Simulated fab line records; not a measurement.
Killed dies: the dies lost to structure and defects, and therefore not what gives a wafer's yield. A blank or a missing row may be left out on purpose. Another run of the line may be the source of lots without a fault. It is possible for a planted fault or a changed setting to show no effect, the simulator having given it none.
fab line records || flow nand_harc || part 2 of 2: steps 25 to 37 of 37
record: {"lots": 5, "wafers": 15, "last_day": 33}
route steps=1302 shown THIN_TSV@1249
lots untouched by any fault: they come from a run of this same line in which no faults occurred
start_h: the number of hours between the record's first day and the start of the first shown wafer of the lot || wait_h: time in hours since the lot's previous step || " unchanged from the row above || L1.1+2: a single row standing in for several wafers || - no value, or no start was given || * or withheld: withheld || < > ~ a bound
route shown NAME@n: names a module that has steps shown in the file, with the first one's number in the route || usual: mean/standard deviation taken from wafers without a fault || same: alike in all rows || chamber/n: place in a boat || sites: readings site by site || _std_site: standard deviation across them || _edge_site: inner sites' mean taken away from outer sites' mean || radius_mm: how far each site lies from the wafer's centre || mask NAME#n: copy n || behind: the tool/chamber that last shaped the wafer || hold: reason for holding the lot/hours on hold/outcome of the hold || device: transistor that didn't switch, given as n, p or np || end of line: the same wafers' tests at the end of the route || for a step that has no rows: nothing shown but its recipe || killed: dies that structure and defects cost at the first sort, which is not the same as the wafer's yield || map: a wafer's dies, x killed, . not, _ none there
set.NAME: the setting as run; set.NAME@STEP: as run at that earlier step || model.NAME: the simulator's own value behind a step, which no gauge read
a table for each step, a row for each wafer; lots at some steps of the route
services: from which hour (start_h, from the record's first day; less than 0 if before it) a tool's chamber was out of use, for how many hours, and why
== steps ==
step: NHARC_THIN_TSV_PVD_51
recipe: {"target_thk_a": 1000, "chamber_pressure_pa": 5, "material": "Cu"}
usual: {"throttle_valve_pct": "29.7/1"}
{"lot.wafer": "L081.1", "tool": "pvd_sputter-02", "chamber": "-", "start_h": "-", "wait_h": "-", "throttle_valve_pct": 30.3}
{"lot.wafer": "L081.5", "tool": "pvd_sputter-02", "chamber": "-", "start_h": "-", "wait_h": "-", "throttle_valve_pct": 30.0}
{"lot.wafer": "L081.6", "tool": "pvd_sputter-02", "chamber": "-", "start_h": "-", "wait_h": "-", "throttle_valve_pct": 29.3}
{"lot.wafer": "L084.3", "tool": "pvd_sputter-02", "chamber": "-", "start_h": "-", "wait_h": "-", "throttle_valve_pct": 29.5}
{"lot.wafer": "L084.4", "tool": "pvd_sputter-02", "chamber": "-", "start_h": "-", "wait_h": "-", "throttle_valve_pct": 28.5}
{"lot.wafer": "L084.5", "tool": "pvd_sputter-02", "chamber": "-", "start_h": "-", "wait_h": "-", "throttle_valve_pct": 28.3}
{"lot.wafer": "L087.2", "tool": "pvd_sputter-01", "chamber": "-", "start_h": "-", "wait_h": "-", "throttle_valve_pct": 30.5}
{"lot.wafer": "L087.4", "tool": "pvd_sputter-01", "chamber": "-", "start_h": "-", "wait_h": "-", "throttle_valve_pct": 30.7}
{"lot.wafer": "L087.5", "tool": "pvd_sputter-01", "chamber": "-", "start_h": "-", "wait_h": "-", "throttle_valve_pct": 30.7}
{"lot.wafer": "L093.2", "tool": "pvd_sputter-02", "chamber": "-", "start_h": "-", "wait_h": "-", "throttle_valve_pct": 29.9}
{"lot.wafer": "L093.3", "tool": "pvd_sputter-02", "chamber": "-", "start_h": "-", "wait_h": "-", "throttle_valve_pct": 29.4}
{"lot.wafer": "L093.5", "tool": "pvd_sputter-02", "chamber": "-", "start_h": "-", "wait_h": "-", "throttle_valve_pct": 29.9}
{"lot.wafer": "L096.2", "tool": "pvd_sputter-02", "chamber": "-", "start_h": "-", "wait_h": "-", "throttle_valve_pct": 28.1}
{"lot.wafer": "L096.5", "tool": "pvd_sputter-02", "chamber": "-", "start_h": "-", "wait_h": "-", "throttle_valve_pct": 29.2}
{"lot.wafer": "L096.6", "tool": "pvd_sputter-02", "chamber": "-", "start_h": "-", "wait_h": "-", "throttle_valve_pct": 29.4}
step: NHARC_THIN_TSV_ECD_20
recipe: {"target_thk_a": 20000, "material": "Cu"}
{"lot.wafer": "L081.1+6+5", "tool": "ecd_cu-01", "chamber": "1,1,0", "start_h": 617.43, "wait_h": "-"}
{"lot.wafer": "L084.4+3+5", "tool": "ecd_cu-02", "chamber": "1,0,1", "start_h": 650.53, "wait_h": "-"}
{"lot.wafer": "L087.2+4+5", "tool": "ecd_cu-01", "chamber": "1,0,1", "start_h": 681.25, "wait_h": "-"}
{"lot.wafer": "L093.2+3+5", "tool": "ecd_cu-01", "chamber": "0,1,1", "start_h": 759.67, "wait_h": "-"}
{"lot.wafer": "L096.2+6+5", "tool": "ecd_cu-01", "chamber": "0,1,0", "start_h": 778.45, "wait_h": "-"}
step: NHARC_THIN_TSV_ANNEAL_52
recipe: {"temp_c": 225, "time_s": 90}
usual: {"wafer_temp_C_max": "225.98/0.22"}
same: {"time_s": 90}
{"lot.wafer": "L081.1", "tool": "rtp_anneal-02", "chamber": 0, "start_h": 618.16, "wait_h": 0.6, "wafer_temp_C_max": 226.15}
{"lot.wafer": "L081.5", "tool": "rtp_anneal-02", "chamber": 0, "start_h": 618.16, "wait_h": 0.6, "wafer_temp_C_max": 226.03}
{"lot.wafer": "L081.6", "tool": "rtp_anneal-02", "chamber": 0, "start_h": 618.16, "wait_h": 0.6, "wafer_temp_C_max": 226.18}
{"lot.wafer": "L084.3", "tool": "rtp_anneal-01", "chamber": 0, "start_h": 651.16, "wait_h": 0.4, "wafer_temp_C_max": 226.20}
{"lot.wafer": "L084.4", "tool": "rtp_anneal-01", "chamber": 0, "start_h": 651.16, "wait_h": 0.4, "wafer_temp_C_max": 225.96}
{"lot.wafer": "L084.5", "tool": "rtp_anneal-01", "chamber": 0, "start_h": 651.16, "wait_h": 0.4, "wafer_temp_C_max": 225.94}
{"lot.wafer": "L087.2", "tool": "rtp_anneal-02", "chamber": 0, "start_h": 681.96, "wait_h": 0.6, "wafer_temp_C_max": 226.33}
{"lot.wafer": "L087.4", "tool": "rtp_anneal-02", "chamber": 0, "start_h": 681.96, "wait_h": 0.6, "wafer_temp_C_max": 226.31}
{"lot.wafer": "L087.5", "tool": "rtp_anneal-02", "chamber": 0, "start_h": 681.96, "wait_h": 0.6, "wafer_temp_C_max": 225.75}
{"lot.wafer": "L093.2", "tool": "rtp_anneal-01", "chamber": 0, "start_h": 760.46, "wait_h": 0.7, "wafer_temp_C_max": 225.97}
{"lot.wafer": "L093.3", "tool": "rtp_anneal-01", "chamber": 0, "start_h": 760.46, "wait_h": 0.7, "wafer_temp_C_max": 226.42}
{"lot.wafer": "L093.5", "tool": "rtp_anneal-01", "chamber": 0, "start_h": 760.46, "wait_h": 0.7, "wafer_temp_C_max": 226.20}
{"lot.wafer": "L096.2", "tool": "rtp_anneal-01", "chamber": 0, "start_h": 779.13, "wait_h": 0.6, "wafer_temp_C_max": 225.76}
{"lot.wafer": "L096.5", "tool": "rtp_anneal-01", "chamber": 0, "start_h": 779.13, "wait_h": 0.6, "wafer_temp_C_max": 226.13}
{"lot.wafer": "L096.6", "tool": "rtp_anneal-01", "chamber": 0, "start_h": 779.13, "wait_h": 0.6, "wafer_temp_C_max": 225.90}
step: NHARC_THIN_TSV_CMP_21
recipe: {"t_overpolish_s": 30, "target_thk_nm": 2000}
usual: {"motor_current_A": "12.1/1.6", "overpolish_run_s": "29.999/0.0086"}
{"lot.wafer": "L081.1", "tool": "cmp-02", "chamber": 2, "start_h": 618.53, "wait_h": "-", "motor_current_A": 11.6, "overpolish_run_s": 29.994}
{"lot.wafer": "L081.6", "tool": "cmp-02", "chamber": 1, "start_h": 618.53, "wait_h": "-", "motor_current_A": 12.1, "overpolish_run_s": 29.989}
{"lot.wafer": "L081.5", "tool": "cmp-02", "chamber": 2, "start_h": 618.53, "wait_h": "-", "motor_current_A": 11.4, "overpolish_run_s": 29.992}
{"lot.wafer": "L084.3", "tool": "cmp-01", "chamber": 0, "start_h": 651.47, "wait_h": "-", "motor_current_A": 12.3, "overpolish_run_s": 30.004}
{"lot.wafer": "L084.4", "tool": "cmp-01", "chamber": 1, "start_h": 651.47, "wait_h": "-", "motor_current_A": 12.9, "overpolish_run_s": 30.014}
{"lot.wafer": "L084.5", "tool": "cmp-01", "chamber": 2, "start_h": 651.47, "wait_h": "-", "motor_current_A": 10.7, "overpolish_run_s": 30.000}
{"lot.wafer": "L087.4", "tool": "cmp-01", "chamber": 2, "start_h": 682.26, "wait_h": "-", "motor_current_A": 9.8, "overpolish_run_s": 29.990}
{"lot.wafer": "L087.2", "tool": "cmp-01", "chamber": 3, "start_h": 682.26, "wait_h": "-", "motor_current_A": 15.6, "overpolish_run_s": 30.006}
{"lot.wafer": "L087.5", "tool": "cmp-01", "chamber": 2, "start_h": 682.26, "wait_h": "-", "motor_current_A": 10.3, "overpolish_run_s": 29.997}
{"lot.wafer": "L093.3", "tool": "cmp-01", "chamber": 0, "start_h": 760.81, "wait_h": "-", "motor_current_A": 12.9, "overpolish_run_s": 29.977}
{"lot.wafer": "L093.2", "tool": "cmp-01", "chamber": 1, "start_h": 760.81, "wait_h": "-", "motor_current_A": 13.6, "overpolish_run_s": 29.998}
{"lot.wafer": "L093.5", "tool": "cmp-01", "chamber": 3, "start_h": 760.81, "wait_h": "-", "motor_current_A": 14.7, "overpolish_run_s": 30.006}
{"lot.wafer": "L096.2", "tool": "cmp-01", "chamber": 3, "start_h": 779.45, "wait_h": "-", "motor_current_A": 15.2, "overpolish_run_s": 30.001}
{"lot.wafer": "L096.5", "tool": "cmp-01", "chamber": 2, "start_h": 779.45, "wait_h": "-", "motor_current_A": 10.4, "overpolish_run_s": 30.005}
{"lot.wafer": "L096.6", "tool": "cmp-01", "chamber": 3, "start_h": 779.45, "wait_h": "-", "motor_current_A": 14.6, "overpolish_run_s": 30.002}
step: NHARC_THIN_TSV_SRD_23
{"lot.wafer": "L081.6+1+5", "tool": "wet_bench-08", "chamber": "0,3,4", "start_h": 618.87, "wait_h": 0.0}
{"lot.wafer": "L084.3+4+5", "tool": "wet_bench-10", "chamber": "5,6,1", "start_h": 651.78, "wait_h": 0.0}
{"lot.wafer": "L087.5+2+4", "tool": "wet_bench-10", "chamber": "3,5,7", "start_h": 682.62, "wait_h": 0.0}
{"lot.wafer": "L093.5+3+2", "tool": "wet_bench-10", "chamber": "2,3,6", "start_h": 761.12, "wait_h": 0.0}
{"lot.wafer": "L096.5+2+6", "tool": "wet_bench-08", "chamber": "4,5,7", "start_h": 779.79, "wait_h": 0.0}
step: NHARC_THIN_TSV_DEGAS_53
recipe: {"temp_c": 300, "time_s": 60}
usual: {"heater_power_w": "452/40"}
same: {"time_s": 60}
{"lot.wafer": "L081.1", "tool": "pvd_sputter-02", "chamber": "-", "start_h": 618.98, "wait_h": 0.1, "heater_power_w": 380}
{"lot.wafer": "L081.5", "tool": "pvd_sputter-02", "chamber": "-", "start_h": 618.98, "wait_h": 0.1, "heater_power_w": 465}
{"lot.wafer": "L081.6", "tool": "pvd_sputter-02", "chamber": "-", "start_h": 618.98, "wait_h": 0.1, "heater_power_w": 453}
{"lot.wafer": "L084.4", "tool": "pvd_sputter-01", "chamber": "-", "start_h": 651.86, "wait_h": 0.1, "heater_power_w": 479}
{"lot.wafer": "L084.3", "tool": "pvd_sputter-01", "chamber": "-", "start_h": 651.86, "wait_h": 0.1, "heater_power_w": 475}
{"lot.wafer": "L084.5", "tool": "pvd_sputter-01", "chamber": "-", "start_h": 651.86, "wait_h": 0.1, "heater_power_w": 460}
{"lot.wafer": "L087.4", "tool": "pvd_sputter-01", "chamber": "-", "start_h": 682.72, "wait_h": 0.1, "heater_power_w": 496}
{"lot.wafer": "L087.2", "tool": "pvd_sputter-01", "chamber": "-", "start_h": 682.72, "wait_h": 0.1, "heater_power_w": 467}
{"lot.wafer": "L087.5", "tool": "pvd_sputter-01", "chamber": "-", "start_h": 682.72, "wait_h": 0.1, "heater_power_w": 479}
{"lot.wafer": "L093.3", "tool": "pvd_sputter-01", "chamber": "-", "start_h": 761.23, "wait_h": 0.1, "heater_power_w": 473}
{"lot.wafer": "L093.2", "tool": "pvd_sputter-01", "chamber": "-", "start_h": 761.23, "wait_h": 0.1, "heater_power_w": 489}
{"lot.wafer": "L093.5", "tool": "pvd_sputter-01", "chamber": "-", "start_h": 761.23, "wait_h": 0.1, "heater_power_w": 483}
{"lot.wafer": "L096.2", "tool": "pvd_sputter-03", "chamber": "-", "start_h": 779.88, "wait_h": 0.1, "heater_power_w": 447}
{"lot.wafer": "L096.5", "tool": "pvd_sputter-03", "chamber": "-", "start_h": 779.88, "wait_h": 0.1, "heater_power_w": 447}
{"lot.wafer": "L096.6", "tool": "pvd_sputter-03", "chamber": "-", "start_h": 779.88, "wait_h": 0.1, "heater_power_w": 404}
step: NHARC_THIN_TSV_PRE_CLEAN_54
recipe: {"time_s": 30, "temp_c": 280, "gas": "H2/He"}
usual: {"heater_power_w": "400/32"}
same: {"time_s": 30}
{"lot.wafer": "L081.1", "tool": "pvd_sputter-02", "chamber": "-", "start_h": 619.06, "wait_h": 0.1, "heater_power_w": 407}
{"lot.wafer": "L081.5", "tool": "pvd_sputter-02", "chamber": "-", "start_h": 619.06, "wait_h": 0.1, "heater_power_w": 407}
{"lot.wafer": "L081.6", "tool": "pvd_sputter-02", "chamber": "-", "start_h": 619.06, "wait_h": 0.1, "heater_power_w": 416}
{"lot.wafer": "L084.3", "tool": "pvd_sputter-01", "chamber": "-", "start_h": 651.94, "wait_h": 0.0, "heater_power_w": 413}
{"lot.wafer": "L084.4", "tool": "pvd_sputter-01", "chamber": "-", "start_h": 651.94, "wait_h": 0.0, "heater_power_w": 409}
{"lot.wafer": "L084.5", "tool": "pvd_sputter-01", "chamber": "-", "start_h": 651.94, "wait_h": 0.0, "heater_power_w": 416}
{"lot.wafer": "L087.2", "tool": "pvd_sputter-01", "chamber": "-", "start_h": 682.79, "wait_h": 0.0, "heater_power_w": 416}
{"lot.wafer": "L087.4", "tool": "pvd_sputter-01", "chamber": "-", "start_h": 682.79, "wait_h": 0.0, "heater_power_w": 414}
{"lot.wafer": "L087.5", "tool": "pvd_sputter-01", "chamber": "-", "start_h": 682.79, "wait_h": 0.0, "heater_power_w": 408}
{"lot.wafer": "L093.3", "tool": "pvd_sputter-01", "chamber": "-", "start_h": 761.32, "wait_h": 0.1, "heater_power_w": 406}
{"lot.wafer": "L093.2", "tool": "pvd_sputter-01", "chamber": "-", "start_h": 761.32, "wait_h": 0.1, "heater_power_w": 412}
{"lot.wafer": "L093.5", "tool": "pvd_sputter-01", "chamber": "-", "start_h": 761.32, "wait_h": 0.1, "heater_power_w": 416}
{"lot.wafer": "L096.2", "tool": "pvd_sputter-03", "chamber": "-", "start_h": 779.98, "wait_h": 0.1, "heater_power_w": 397}
{"lot.wafer": "L096.6", "tool": "pvd_sputter-03", "chamber": "-", "start_h": 779.98, "wait_h": 0.1, "heater_power_w": 400}
{"lot.wafer": "L096.5", "tool": "pvd_sputter-03", "chamber": "-", "start_h": 779.98, "wait_h": 0.1, "heater_power_w": 434}
step: NHARC_THIN_TSV_PVD_55
recipe: {"target_thk_a": 500, "material": "TiN"}
{"lot.wafer": "L081.1+6+5", "tool": "pvd_sputter-02", "chamber": "-", "start_h": 619.13, "wait_h": 0.1}
{"lot.wafer": "L084.4+3+5", "tool": "pvd_sputter-01", "chamber": "-", "start_h": 652.02, "wait_h": 0.1}
{"lot.wafer": "L087.4+2+5", "tool": "pvd_sputter-01", "chamber": "-", "start_h": 682.91, "wait_h": 0.1}
{"lot.wafer": "L093.2+3+5", "tool": "pvd_sputter-01", "chamber": "-", "start_h": 761.42, "wait_h": 0.1}
{"lot.wafer": "L096.2+6+5", "tool": "pvd_sputter-03", "chamber": "-", "start_h": 780.03, "wait_h": 0.0}
step: NHARC_THIN_TSV_PVD_24
recipe: {"target_thk_a": 8000, "power_w": "withheld", "chamber_pressure_pa": "withheld", "substrate_temp_c": "withheld", "time_s": "withheld", "gas": "Ar", "material": "Al"}
{"lot.wafer": "L081.1+5+6", "tool": "pvd_sputter-02", "chamber": "-", "start_h": 619.31, "wait_h": 0.2}
{"lot.wafer": "L084.4+3+5", "tool": "pvd_sputter-01", "chamber": "-", "start_h": 652.17, "wait_h": 0.1}
{"lot.wafer": "L087.4+2+5", "tool": "pvd_sputter-01", "chamber": "-", "start_h": 683.02, "wait_h": 0.1}
{"lot.wafer": "L093.3+2+5", "tool": "pvd_sputter-01", "chamber": "-", "start_h": 761.53, "wait_h": 0.1}
{"lot.wafer": "L096.2+6+5", "tool": "pvd_sputter-03", "chamber": "-", "start_h": 780.18, "wait_h": 0.1}
step: NHARC_THIN_TSV_DEHYDRATE_25
recipe: {"temp_c": 150, "time_s": 120}
usual: {"chill_plate_temp_C": "23.02/0.12"}
same: {"time_s": 120}
{"lot.wafer": "L081.1", "tool": "litho_track-07", "chamber": 0, "start_h": 619.67, "wait_h": "-", "chill_plate_temp_C": 22.92}
{"lot.wafer": "L081.5", "tool": "litho_track-07", "chamber": 0, "start_h": 619.67, "wait_h": "-", "chill_plate_temp_C": 22.93}
{"lot.wafer": "L081.6", "tool": "litho_track-07", "chamber": 0, "start_h": 619.67, "wait_h": "-", "chill_plate_temp_C": 22.97}
{"lot.wafer": "L084.3", "tool": "litho_track-03", "chamber": 0, "start_h": 652.58, "wait_h": "-", "chill_plate_temp_C": 22.79}
{"lot.wafer": "L084.4", "tool": "litho_track-03", "chamber": 0, "start_h": 652.58, "wait_h": "-", "chill_plate_temp_C": 22.83}
{"lot.wafer": "L084.5", "tool": "litho_track-03", "chamber": 0, "start_h": 652.58, "wait_h": "-", "chill_plate_temp_C": 22.98}
{"lot.wafer": "L087.2", "tool": "litho_track-03", "chamber": 0, "start_h": 683.43, "wait_h": "-", "chill_plate_temp_C": 22.91}
{"lot.wafer": "L087.4", "tool": "litho_track-03", "chamber": 0, "start_h": 683.43, "wait_h": "-", "chill_plate_temp_C": 22.97}
{"lot.wafer": "L087.5", "tool": "litho_track-03", "chamber": 0, "start_h": 683.43, "wait_h": "-", "chill_plate_temp_C": 22.97}
{"lot.wafer": "L093.2", "tool": "litho_track-05", "chamber": 0, "start_h": 761.94, "wait_h": "-", "chill_plate_temp_C": 23.24}
{"lot.wafer": "L093.3", "tool": "litho_track-05", "chamber": 0, "start_h": 761.94, "wait_h": "-", "chill_plate_temp_C": 23.24}
{"lot.wafer": "L093.5", "tool": "litho_track-05", "chamber": 0, "start_h": 761.94, "wait_h": "-", "chill_plate_temp_C": 23.05}
{"lot.wafer": "L096.2", "tool": "litho_track-03", "chamber": 0, "start_h": 780.60, "wait_h": "-", "chill_plate_temp_C": 23.06}
{"lot.wafer": "L096.5", "tool": "litho_track-03", "chamber": 0, "start_h": 780.60, "wait_h": "-", "chill_plate_temp_C": 22.92}
{"lot.wafer": "L096.6", "tool": "litho_track-03", "chamber": 0, "start_h": 780.60, "wait_h": "-", "chill_plate_temp_C": 23.03}
step: NHARC_THIN_TSV_HMDS_26
recipe: {"time_s": 30}
usual: {"chill_plate_temp_C": "23.01/0.12"}
same: {"time_s": 30}
{"lot.wafer": "L081.1", "tool": "litho_track-07", "chamber": 0, "start_h": "-", "wait_h": "-", "chill_plate_temp_C": 22.87}
{"lot.wafer": "L081.5", "tool": "litho_track-07", "chamber": 0, "start_h": "-", "wait_h": "-", "chill_plate_temp_C": 23.07}
{"lot.wafer": "L081.6", "tool": "litho_track-07", "chamber": 0, "start_h": "-", "wait_h": "-", "chill_plate_temp_C": 22.95}
{"lot.wafer": "L084.3", "tool": "litho_track-03", "chamber": 0, "start_h": "-", "wait_h": "-", "chill_plate_temp_C": 23.07}
{"lot.wafer": "L084.4", "tool": "litho_track-03", "chamber": 0, "start_h": "-", "wait_h": "-", "chill_plate_temp_C": 22.98}
{"lot.wafer": "L084.5", "tool": "litho_track-03", "chamber": 0, "start_h": "-", "wait_h": "-", "chill_plate_temp_C": 22.99}
{"lot.wafer": "L087.2", "tool": "litho_track-03", "chamber": 0, "start_h": "-", "wait_h": "-", "chill_plate_temp_C": 23.28}
{"lot.wafer": "L087.4", "tool": "litho_track-03", "chamber": 0, "start_h": "-", "wait_h": "-", "chill_plate_temp_C": 23.08}
{"lot.wafer": "L087.5", "tool": "litho_track-03", "chamber": 0, "start_h": "-", "wait_h": "-", "chill_plate_temp_C": 22.95}
{"lot.wafer": "L093.2", "tool": "litho_track-05", "chamber": 0, "start_h": "-", "wait_h": "-", "chill_plate_temp_C": 22.93}
{"lot.wafer": "L093.3", "tool": "litho_track-05", "chamber": 0, "start_h": "-", "wait_h": "-", "chill_plate_temp_C": 22.90}
{"lot.wafer": "L093.5", "tool": "litho_track-05", "chamber": 0, "start_h": "-", "wait_h": "-", "chill_plate_temp_C": 23.00}
{"lot.wafer": "L096.2", "tool": "litho_track-03", "chamber": 0, "start_h": "-", "wait_h": "-", "chill_plate_temp_C": 22.84}
{"lot.wafer": "L096.5", "tool": "litho_track-03", "chamber": 0, "start_h": "-", "wait_h": "-", "chill_plate_temp_C": 23.04}
{"lot.wafer": "L096.6", "tool": "litho_track-03", "chamber": 0, "start_h": "-", "wait_h": "-", "chill_plate_temp_C": 23.16}
step: NHARC_THIN_TSV_COAT_27
recipe: {"spin_rpm": "*"}
usual: {"chill_plate_temp_C": "23.02/0.1"}
{"lot.wafer": "L081.1", "tool": "litho_track-07", "chamber": 0, "start_h": "-", "wait_h": "-", "chill_plate_temp_C": 22.96}
{"lot.wafer": "L081.5", "tool": "litho_track-07", "chamber": 0, "start_h": "-", "wait_h": "-", "chill_plate_temp_C": 23.05}
{"lot.wafer": "L081.6", "tool": "litho_track-07", "chamber": 0, "start_h": "-", "wait_h": "-", "chill_plate_temp_C": 23.01}
{"lot.wafer": "L084.3", "tool": "litho_track-03", "chamber": 0, "start_h": "-", "wait_h": "-", "chill_plate_temp_C": 23.12}
{"lot.wafer": "L084.4", "tool": "litho_track-03", "chamber": 0, "start_h": "-", "wait_h": "-", "chill_plate_temp_C": 23.05}
{"lot.wafer": "L084.5", "tool": "litho_track-03", "chamber": 0, "start_h": "-", "wait_h": "-", "chill_plate_temp_C": 23.08}
{"lot.wafer": "L087.2", "tool": "litho_track-03", "chamber": 0, "start_h": "-", "wait_h": "-", "chill_plate_temp_C": 23.08}
{"lot.wafer": "L087.4", "tool": "litho_track-03", "chamber": 0, "start_h": "-", "wait_h": "-", "chill_plate_temp_C": 23.08}
{"lot.wafer": "L087.5", "tool": "litho_track-03", "chamber": 0, "start_h": "-", "wait_h": "-", "chill_plate_temp_C": 22.97}
{"lot.wafer": "L093.2", "tool": "litho_track-05", "chamber": 0, "start_h": "-", "wait_h": "-", "chill_plate_temp_C": 22.92}
{"lot.wafer": "L093.3", "tool": "litho_track-05", "chamber": 0, "start_h": "-", "wait_h": "-", "chill_plate_temp_C": 23.02}
{"lot.wafer": "L093.5", "tool": "litho_track-05", "chamber": 0, "start_h": "-", "wait_h": "-", "chill_plate_temp_C": 23.13}
{"lot.wafer": "L096.2", "tool": "litho_track-03", "chamber": 0, "start_h": "-", "wait_h": "-", "chill_plate_temp_C": 22.86}
{"lot.wafer": "L096.5", "tool": "litho_track-03", "chamber": 0, "start_h": "-", "wait_h": "-", "chill_plate_temp_C": 22.85}
{"lot.wafer": "L096.6", "tool": "litho_track-03", "chamber": 0, "start_h": "-", "wait_h": "-", "chill_plate_temp_C": 22.84}
step: NHARC_THIN_TSV_SOFTBAKE_28
recipe: {"temp_c": 122, "time_s": 95}
usual: {"chill_plate_temp_C": "23.01/0.11"}
same: {"time_s": 95}
{"lot.wafer": "L081.1", "tool": "litho_track-07", "chamber": 0, "start_h": "-", "wait_h": "-", "chill_plate_temp_C": 23.05}
{"lot.wafer": "L081.5", "tool": "litho_track-07", "chamber": 0, "start_h": "-", "wait_h": "-", "chill_plate_temp_C": 23.10}
{"lot.wafer": "L081.6", "tool": "litho_track-07", "chamber": 0, "start_h": "-", "wait_h": "-", "chill_plate_temp_C": 23.04}
{"lot.wafer": "L084.3", "tool": "litho_track-03", "chamber": 0, "start_h": "-", "wait_h": "-", "chill_plate_temp_C": 22.97}
{"lot.wafer": "L084.4", "tool": "litho_track-03", "chamber": 0, "start_h": "-", "wait_h": "-", "chill_plate_temp_C": 23.11}
{"lot.wafer": "L084.5", "tool": "litho_track-03", "chamber": 0, "start_h": "-", "wait_h": "-", "chill_plate_temp_C": 22.99}
{"lot.wafer": "L087.2", "tool": "litho_track-03", "chamber": 0, "start_h": "-", "wait_h": "-", "chill_plate_temp_C": 22.98}
{"lot.wafer": "L087.4", "tool": "litho_track-03", "chamber": 0, "start_h": "-", "wait_h": "-", "chill_plate_temp_C": 23.29}
{"lot.wafer": "L087.5", "tool": "litho_track-03", "chamber": 0, "start_h": "-", "wait_h": "-", "chill_plate_temp_C": 23.05}
{"lot.wafer": "L093.2", "tool": "litho_track-05", "chamber": 0, "start_h": "-", "wait_h": "-", "chill_plate_temp_C": 22.98}
{"lot.wafer": "L093.3", "tool": "litho_track-05", "chamber": 0, "start_h": "-", "wait_h": "-", "chill_plate_temp_C": 22.95}
{"lot.wafer": "L093.5", "tool": "litho_track-05", "chamber": 0, "start_h": "-", "wait_h": "-", "chill_plate_temp_C": 22.98}
{"lot.wafer": "L096.2", "tool": "litho_track-03", "chamber": 0, "start_h": "-", "wait_h": "-", "chill_plate_temp_C": 23.10}
{"lot.wafer": "L096.5", "tool": "litho_track-03", "chamber": 0, "start_h": "-", "wait_h": "-", "chill_plate_temp_C": 23.07}
{"lot.wafer": "L096.6", "tool": "litho_track-03", "chamber": 0, "start_h": "-", "wait_h": "-", "chill_plate_temp_C": 22.94}
== services ==
{"tool": "krf_scanner-03", "chamber": "-", "start_h": 594.79, "hours": 3.5, "kind": "repair"}
{"tool": "pvd_sputter-03", "chamber": "-", "start_h": 595.16, "hours": 2.0, "kind": "repair"}
{"tool": "rie_diel-10", "chamber": "-", "start_h": 596.54, "hours": 9.0, "kind": "pm"}
{"tool": "litho_track-07", "chamber": "-", "start_h": 601.01, "hours": 7.0, "kind": "pm"}
{"tool": "rie_diel-11", "chamber": 1, "start_h": 606.28, "hours": 1.9, "kind": "repair"}
{"tool": "rie_diel-11", "chamber": "-", "start_h": 609.50, "hours": 9.0, "kind": "pm"}
{"tool": "litho_track-03", "chamber": "-", "start_h": 625.00, "hours": 7.0, "kind": "pm"}
{"tool": "cmp-01", "chamber": "-", "start_h": 631.02, "hours": 3.9, "kind": "repair"}
{"tool": "krf_scanner-03", "chamber": "-", "start_h": 632.26, "hours": 0.2, "kind": "repair"}
{"tool": "wet_bench-10", "chamber": "-", "start_h": 634.10, "hours": 0.7, "kind": "repair"}
{"tool": "rie_diel-10", "chamber": 0, "start_h": 636.92, "hours": 3.0, "kind": "repair"}
{"tool": "pvd_sputter-02", "chamber": "-", "start_h": 638.00, "hours": 10.0, "kind": "pm"}
{"tool": "wet_bench-08", "chamber": "-", "start_h": 646.40, "hours": 8.0, "kind": "pm"}
{"tool": "litho_track-05", "chamber": "-", "start_h": 649.00, "hours": 7.0, "kind": "pm"}
{"tool": "wet_bench-10", "chamber": "-", "start_h": 663.23, "hours": 8.0, "kind": "pm"}
{"tool": "cmp-01", "chamber": "-", "start_h": 664.22, "hours": 1.6, "kind": "repair"}
{"tool": "pecvd-01", "chamber": "-", "start_h": 673.22, "hours": 13.0, "kind": "pm"}
{"tool": "rie_diel-11", "chamber": 0, "start_h": 680.00, "hours": 9.6, "kind": "repair"}
{"tool": "pvd_sputter-02", "chamber": "-", "start_h": 692.67, "hours": 0.5, "kind": "repair"}
{"tool": "pvd_sputter-01", "chamber": "-", "start_h": 695.70, "hours": 0.7, "kind": "repair"}
{"tool": "plasma_asher-01", "chamber": "-", "start_h": 696.00, "hours": 9.0, "kind": "pm"}
{"tool": "rie_diel-11", "chamber": "-", "start_h": 738.50, "hours": 0.1, "kind": "repair"}
{"tool": "pvd_sputter-01", "chamber": "-", "start_h": 763.03, "hours": 10.0, "kind": "pm"}
{"tool": "litho_track-07", "chamber": "-", "start_h": 776.01, "hours": 7.0, "kind": "pm"}
